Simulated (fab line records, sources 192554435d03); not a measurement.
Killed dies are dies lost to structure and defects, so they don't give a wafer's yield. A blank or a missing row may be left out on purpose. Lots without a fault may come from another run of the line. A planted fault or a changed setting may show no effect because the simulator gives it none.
A struck lot beside a sound one | flow n5_finfet | 30 steps out of a route of 1938
Sound: wafers L540.2, L540.3, L540.5. Struck: wafer L555.1. (L555.2, L555.5 of the same lot were not struck and are left out.) The cause comes at the end.
At each step with rows: each side's tool, then ch and its chambers, then its first start. Under that, the readings that differ: sound wafers | struck wafers | difference of the means | sigmas: that difference in standard deviations of wafers without a fault.
alike: readings whose means differ by less than 2 such deviations, and words and numbers that are the same on both sides. not compared: withheld readings, readings that some wafer has no value for, bounds like >300 that may hide the same value, and numbers for which the record gives no deviation and whose values overlap.
The two part at a step that has a row with sigmas, a row that says differs or no value, or rows on one side only. Numbers that don't overlap but have no deviation are shown without sigmas and don't part them. A reading that every wafer of one side lacks parts them only if that side has two wafers or more.

first, 8 steps without rows for these wafers: N5_ILD0_LINER_00 (material SiNx, target thk 4 nm, pulse time 1 s, purge time 2 s); N5_ILD0_FCVD_FILL_01 (material SiO2 flowable, target thk 200 nm, time 328.3 s); N5_ILD0_CURE_02 (time 1800 s); N5_ILD0_CMP_03 (polishes, stops on SiNx, t overpolish 1.9 s, target thk 197.38 nm); N5_ILD0_CMP_07 (polishes SiO2 flowable, stops on poly-Si, t overpolish 1.18 s, target thk 138.88 nm); N5_ILD0_PRECLEAN_10 (cleans in NF3:NH3, afs cycles 5, time 20 s, sublimation time 60 s); N5_ILD0_ALD_15 (deposits SiNx, target thk 24 nm, pulse time 1 s, ald cycles 480); N5_ILD0_CMP_12 (polishes SiNx, stops on poly-Si, t overpolish 6 s, target thk 17.67 nm).
N5_SDB_HM_DEP_00: deposits SiNx from SiH4/NH3/N2, target thk 40 nm, time 35.3 s.
  sound on pecvd-01 ch 0,1, day 3 17:44; struck on pecvd-01 ch 2, day 7 13:53
  reading                                 | sound          | struck | difference | sigmas
  showerhead_plenum_p_Torr (Torr)         | 5.10 5.10 5.09 | 5.20   | +0.10      | +2
  throttle_valve_pct (%)                  | 39.8 45.8 46.1 | 37.4   | -6.5       | -2
  model.SiNx_of_SDB_HM_DEP_00.thk_nm (nm) | 40.6 40 40.8   | 31     | -9         |
  alike: heater_power_w, showerhead_vpp_V
  not compared: rf_fwd_power_W
then, 13 steps without rows for these wafers: N5_SDB_COAT_03 (time 60 s, resist thk 100 nm); N5_SDB_COAT_04 (time 60 s, resist thk 18 nm); N5_SDB_COAT_05 (resist thk 90 nm); N5_SDB_EBR_07; N5_SDB_SOFTBAKE_06 (time 60 s); N5_SDB_EXPOSE_08 (exposes mask SDB); N5_SDB_PEB_09 (peb time 60 s); N5_SDB_DEVELOP_10 (develop time 30 s); N5_SDB_DESCUM_16 (chemistry O2, time 7.9 s); N5_SDB_ETCH_17 (etches SiARC in CF4, target depth 23.4 nm, time 39 s); N5_SDB_ETCH_18 (etches SOC in N2/H2, target depth 100 nm, overetch 20 nm, time 150 s); N5_SDB_STRIP_19 (strips in N2/H2); N5_SDB_STRIP_21 (strips in CF4).
N5_SDB_HM_OPEN_20: chemistry CH3F/O2, target SiNx, stops on poly-Si, target depth 24 nm.
  sound on rie_diel-01 ch 0,2,3, day 3 18:30; struck on rie_diel-04 ch 3, day 7 14:44
  reading                  | sound             | struck | difference | sigmas
  oes_product_au (a.u.)    | 0.57 0.58 0.71    | 0.46   | -0.16      | -2
  rf_fwd_power_W (W)       | 391.2 391.0 392.7 | 394.8  | +3.2       | +2
  model.etch.depth_nm (nm) | 24.61 24.08 24.8  | 14.99  | -9.51      |
  alike: drypump_motor_current_A, oes_o_777_au, rf_vpp_V, showerhead_plenum_p_Torr, throttle_valve_pct
  not compared: rf_hours_counter_h
then, 5 steps without rows for these wafers: N5_SDB_STRIP_22 (strips in N2/H2); N5_SDB_PRECLEAN_23 (cleans in dHF, time 30 s); N5_SDB_DUMMY_REMOVE_24 (chemistry TMAH, target poly-Si, stops on SiO2, target depth 142 nm, time 57 s, rinse time 30 s); N5_SDB_ETCH_25 (etches SiO2 in C4F6/O2, target depth 10 nm, time 3.3 s); N5_SDB_CUT_ETCH_26 (etches Si in HBr/Cl2/O2, target depth 129.6 nm, bt time 20 s, time 51.8 s).
N5_SDB_PRECLEAN_38: cleans in dHF, time 10 s.
  sound on wet_bench-06 ch 0,1,2, day 3 19:00; struck on wet_bench-03 ch 3, day 7 15:14
  reading                                 | sound        | struck | difference | sigmas
  model.SiNx_of_SDB_HM_DEP_00.thk_nm (nm) | 23 22.4 22.6 | 12.8   | -9.9       |
then, 1 step without rows for these wafers: N5_SDB_PRECLEAN_39 (cleans in O3/DIW, time 45 s).

WHERE THEY PART
First at N5_SDB_HM_DEP_00; last, within this record, at N5_SDB_HM_OPEN_20.

WHY: what the simulator had put in
Process parameter drift: pecvd-01, from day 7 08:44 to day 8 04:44, at N5_SDB_HM_DEP_00. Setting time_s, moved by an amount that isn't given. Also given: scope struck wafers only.
